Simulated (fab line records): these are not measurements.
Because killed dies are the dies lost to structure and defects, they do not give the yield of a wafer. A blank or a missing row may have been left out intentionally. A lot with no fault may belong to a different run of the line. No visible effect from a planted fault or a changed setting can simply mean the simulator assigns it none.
fab line records    flow n5-finfet
record lots=5  wafers=15  last-day=17
route steps=1938 shown MIM_BOT_LITHO@1865 MIM_BOT_ETCH@1866
lots that met no fault: taken from a fault-free run of the same line
start-h: hours from the record's first day to the start of the lot's first wafer shown    wait-h: time in hours since the lot's previous step    " the same as in the row above    L1.1+2: one row covering several wafers at once    - no value, or no start was given    * or withheld: withheld    < > ~ a bound
route shown NAME@n: a module of which the file shows steps, and the number in the route of the first    usual: mean/standard deviation taken from wafers without a fault    same: alike in all rows    chamber/n: place in a boat    sites: the reading at each site    _std_site: standard deviation across them    _edge_site: inner sites' mean taken away from outer sites' mean    radius-mm: for every site, how far away it sits from the centre of the wafer    mask NAME#n: copy n    behind: tool/chamber where the wafer was last shaped    hold: reason for holding the lot/hours on hold/outcome of the hold    device: the transistor (n, p or np) that didn't switch    end of line: the same wafers' tests at the end of the route    a step given without rows: its recipe and nothing more    killed: not the wafer's yield, but the dies lost to structure and defects at the first sort    map: a wafer's dies, x killed, . not, _ none there
set.NAME: setting as actually run; set.NAME@STEP: the setting as run at that earlier step    model.NAME: the simulator's own value behind a step, which no gauge read
lots seen at some steps along the route; tables by step, rows by wafer
services: when a tool's chamber went out of use (start-h, in hours from the record's first day, below 0 if earlier), for how many hours, and the reason
## steps
# step N5_MIM_BOT_LITHO_DESCUM_10
# recipe chemistry=O2  time-s=7.9  source-power-w=50  bias-power-w=20  pressure-mtorr=20  rf-frequency-hz=2.712e+07  temp-c=40  o2-flow-sccm=225
# usual drypump-motor-current-A=5.9/0.37  oes-product-au=0.84/0.061  rf-vpp-V=243.3/1.2  showerhead-plenum-p-Torr=2.12/0.064  throttle-valve-pct=20.46/0.2
lot.wafer  tool         chamber  start-h  wait-h  drypump-motor-current-A  oes-product-au  rf-hours-counter-h  rf-vpp-V  showerhead-plenum-p-Torr  throttle-valve-pct
L079.2     rie-diel-02  0        308.98   0.0     6.0                      0.80            104                 244.1     2.11                      20.29
L079.4     "            2        "        "       6.2                      0.83            -                   244.2     2.12                      20.17
L079.6     "            3        "        "       5.5                      0.81            -                   243.6     2.15                      20.23
L085.1     rie-diel-01  0        349.98   0.0     6.0                      0.79            114                 242.6     2.20                      20.46
L085.2     "            2        "        "       5.9                      0.92            26                  243.7     2.15                      20.38
L085.4     "            3        "        "       5.3                      0.80            90                  244.5     2.22                      20.75
L086.1     rie-diel-01  1        355.16   0.0     6.0                      0.83            63                  243.6     2.05                      20.40
L086.4     "            0        "        "       6.0                      0.79            116                 245.1     2.20                      20.47
L086.5     "            3        "        "       5.3                      0.81            -                   245.3     2.22                      20.74
L091.2     rie-diel-01  2        376.85   0.0     5.9                      0.90            36                  243.8     2.14                      20.38
L091.3     "            1        "        "       6.1                      0.82            70                  242.7     2.05                      20.40
L091.6     "            1        "        "       6.1                      0.83            -                   240.9     2.05                      20.42
L095.1     rie-diel-02  0        393.74   0.0     6.0                      0.76            136                 243.2     2.10                      20.33
L095.2     "            3        "        "       5.5                      0.78            91                  243.7     2.14                      20.26
L095.4     "            2        "        "       6.2                      0.80            122                 243.6     2.10                      20.20
# step N5_MIM_BOT_ETCH_ETCH_04
# recipe chemistry=CF4/O2  target=SiNx  target-depth-a=260  time-s=13  ion-energy-ev=100  pressure-mtorr=40  source-w=535  bias-w=49  Ar_flow_sccm=100  cf4-flow-sccm=100  O2_flow_sccm=10
# usual O2_flow_sccm=10.001/0.029  drypump-motor-current-A=5.9/0.37  oes-product-au=0.83/0.06  rf-vpp-V=244/3.8  showerhead-plenum-p-Torr=2.22/0.062  throttle-valve-pct=15.93/0.21
lot.wafer  tool         chamber  start-h  wait-h  O2_flow_sccm  drypump-motor-current-A  oes-product-au  rf-hours-counter-h  rf-vpp-V  showerhead-plenum-p-Torr  throttle-valve-pct
L079.2     rie-diel-02  0        309.05   0.0     10.011        6.0                      0.79            104                 242       2.21                      15.81
L079.4     "            2        "        "       9.999         6.2                      0.81            -                   253       2.21                      15.60
L079.6     "            3        "        "       9.983         5.5                      0.81            -                   238       2.24                      15.63
L085.1     rie-diel-01  0        350.04   0.0     9.988         6.0                      0.79            114                 241       2.30                      15.95
L085.2     "            2        "        "       9.983         5.9                      0.92            26                  245       2.24                      15.74
L085.4     "            3        "        "       10.006        5.3                      0.82            90                  241       2.32                      16.21
L086.1     rie-diel-01  1        355.22   0.0     9.983         6.1                      0.84            63                  246       2.14                      15.80
L086.4     "            0        "        "       9.972         6.0                      0.78            116                 241       2.30                      15.99
L086.5     "            3        "        "       9.987         5.3                      0.81            -                   240       2.32                      16.22
L091.2     rie-diel-01  2        376.92   0.0     9.961         5.9                      0.89            36                  244       2.24                      15.77
L091.3     "            1        "        "       9.990         6.1                      0.81            70                  246       2.14                      15.80
L091.6     "            1        "        "       9.924         6.1                      0.82            -                   247       2.14                      15.82
L095.1     rie-diel-02  0        393.80   0.0     9.993         6.0                      0.76            136                 242       2.20                      15.85
L095.2     "            3        "        "       10.021        5.5                      0.78            91                  237       2.23                      15.66
L095.4     "            2        "        "       10.038        6.2                      0.78            122                 253       2.20                      15.65
# step N5_MIM_BOT_ETCH_ETCH_03
# recipe chemistry=Cl2/BCl3  target-depth-a=120  pressure-mtorr=8  icp-w=800  bias-w=100  Cl2_flow_sccm=20  bcl3-flow-sccm=80
# usual drypump-motor-current-A=5.79/0.2  oes-product-au=0.75/0.05  throttle-valve-pct=27.6/0.34
lot.wafer  tool          chamber  start-h  wait-h  drypump-motor-current-A  oes-product-au  rf-hours-counter-h  throttle-valve-pct
L079.2     rie-metal-02  1        309.14   0.1     5.46                     0.74            50                  27.3
L079.4     "             0        "        "       5.63                     0.77            -                   27.4
L079.6     "             0        "        "       5.64                     0.76            -                   27.4
L085.1     rie-metal-02  0        350.13   0.1     5.62                     0.75            44                  27.4
L085.2     "             1        "        "       5.45                     0.73            55                  27.3
L085.4     "             0        "        "       5.63                     0.76            -                   27.4
L086.1     rie-metal-02  1        355.31   0.1     5.45                     0.72            55                  27.3
L086.4     "             1        "        "       5.46                     0.72            -                   27.3
L086.5     "             0        "        "       5.63                     0.75            -                   27.4
L091.2     rie-metal-01  0        377.00   0.1     5.82                     0.73            60                  27.3
L091.3     "             0        "        "       5.81                     0.72            -                   27.3
L091.6     "             1        "        "       5.82                     0.73            -                   28.1
L095.1     rie-metal-01  1        393.89   0.1     5.78                     0.73            59                  28.1
L095.2     "             0        "        "       5.85                     0.73            62                  27.2
L095.4     "             1        "        "       5.84                     0.72            -                   28.1
# step N5_MIM_BOT_ETCH_ETCH_00
# recipe chemistry=Cl2/BCl3  target=TiN  target-depth-a=455  ion-energy-ev=150  pressure-mtorr=10  icp-w=1000  bias-w=126  Cl2_flow_sccm=53.25  bcl3-flow-sccm=21.75  Ar_flow_sccm=25
# usual drypump-motor-current-A=5.80/0.2  oes-product-au=0.75/0.05  throttle-valve-pct=21.93/0.26
lot.wafer  tool          chamber  start-h  wait-h  drypump-motor-current-A  oes-product-au  rf-hours-counter-h  throttle-valve-pct
L079.2     rie-metal-02  1        309.23   0.1     5.47                     0.74            50                  21.79
L079.4     "             0        "        "       5.65                     0.76            -                   21.85
L079.6     "             0        "        "       5.64                     0.77            -                   21.82
L085.1     rie-metal-02  0        350.22   0.1     5.62                     0.75            44                  21.84
L085.2     "             1        "        "       5.46                     0.73            55                  21.81
L085.4     "             0        "        "       5.64                     0.75            -                   21.84
L086.1     rie-metal-02  1        355.40   0.1     5.50                     0.73            55                  21.82
L086.4     "             1        "        "       5.47                     0.72            -                   21.82
L086.5     "             0        "        "       5.64                     0.74            -                   21.85
L091.2     rie-metal-01  0        377.09   0.1     5.86                     0.72            60                  21.66
L091.3     "             0        "        "       5.85                     0.72            -                   21.66
L091.6     "             1        "        "       5.83                     0.73            -                   22.34
L095.1     rie-metal-01  1        393.98   0.1     5.81                     0.73            59                  22.32
L095.2     "             0        "        "       5.85                     0.72            62                  21.65
L095.4     "             1        "        "       5.80                     0.73            -                   22.33
# step N5_MIM_BOT_ETCH_STRIP_01
# recipe chemistry=O2  power-w=600  temp-c=60  pressure-mtorr=30  rf-frequency-hz=6e+07  bias-power-w=0  overash-fraction=0.5  o2-flow-sccm=225
# usual drypump-motor-current-A=5.9/0.38  oes-product-au=0.84/0.064  rf-vpp-V=3.7/1.3  showerhead-plenum-p-Torr=2.11/0.069  throttle-valve-pct=16.71/0.19
# same overash-fraction=0.5
lot.wafer  tool         chamber  start-h  wait-h  drypump-motor-current-A  oes-product-au  rf-hours-counter-h  rf-vpp-V  showerhead-plenum-p-Torr  throttle-valve-pct
L079.2     rie-diel-01  2        309.37   0.1     5.9                      0.97            13                  3.3       2.16                      16.50
L079.4     "            1        "        "       6.1                      0.84            44                  5.9       2.06                      16.58
L079.6     "            0        "        "       6.0                      0.80            -                   2.3       2.21                      16.67
L085.1     rie-diel-01  0        350.36   0.1     6.0                      0.76            114                 2.2       2.21                      16.71
L085.2     "            2        "        "       5.9                      0.92            26                  3.7       2.15                      16.64
L085.4     "            3        "        "       5.3                      0.81            91                  2.9       2.22                      16.92
L086.1     rie-diel-01  3        355.54   0.1     5.3                      0.82            92                  3.2       2.22                      16.88
L086.4     "            2        "        "       5.9                      0.94            27                  4.4       2.15                      16.53
L086.5     "            0        "        "       6.0                      0.78            -                   3.8       2.20                      16.68
L091.2     rie-diel-06  0        377.24   0.1     6.2                      0.78            96                  2.8       2.03                      16.86
L091.3     "            3        "        "       5.4                      0.97            21                  2.3       2.05                      16.59
L091.6     "            3        "        "       5.4                      0.93            -                   4.5       2.05                      16.60
L095.1     rie-diel-06  2        394.19   0.2     5.7                      0.79            118                 4.7       2.01                      16.62
L095.2     "            3        "        "       5.3                      0.95            25                  3.6       2.05                      16.62
L095.4     "            1        "        "       6.6                      0.81            93                  3.6       2.13                      16.98
# step N5_MIM_BOT_ETCH_STRIP_02
# recipe chemistry=post-etch-residue-remover  time-s=1200  temp-c=72.5
lot.wafer   tool          chamber  start-h  wait-h
L079.2+4+6  wet-bench-04  0,7,1    309.44   -
L085.1+2+4  wet-bench-03  1,0,3    350.43   -
L086.1+4+5  wet-bench-01  0,1,4    355.61   -
L091.2+3+6  wet-bench-04  5,1,7    377.30   -
L095.1+2+4  wet-bench-04  2,0,1    394.26   -
# step N5_MIM_BOT_ETCH_CLEAN_05
# recipe chemistry=IPA  time-s=180  temp-c=25
lot.wafer   tool          chamber  start-h  wait-h
L079.2+4+6  wet-bench-04  0,7,1    309.77   0.0
L085.1+2+4  wet-bench-03  1,0,3    350.76   0.0
L086.1+4+5  wet-bench-01  0,1,4    356.28   0.0
L091.2+3+6  wet-bench-04  5,1,7    377.64   0.0
L095.1+2+4  wet-bench-04  2,0,1    394.59   0.0
## services
tool          chamber  start-h  hours  kind
rie-diel-02   1        302.20   -      clean
rie-diel-02   1        302.20   -      consumable-replace:focus-ring
rie-diel-02   1        302.20   17.0   scheduled-down
rie-diel-02   1        302.20   17.0   vent-cycle
rie-diel-06   3        303.32   -      clean
rie-diel-06   3        303.32   -      consumable-replace:focus-ring
rie-diel-06   3        303.32   15.4   scheduled-down
rie-diel-06   3        303.32   15.4   vent-cycle
rie-diel-01   2        315.73   7.1    repair
wet-bench-03  -        321.35   2.3    repair
rie-metal-01  -        340.25   9.7    repair
rie-diel-02   3        350.59   13.3   repair
rie-diel-02   1        372.17   3.1    repair
## key
fault none
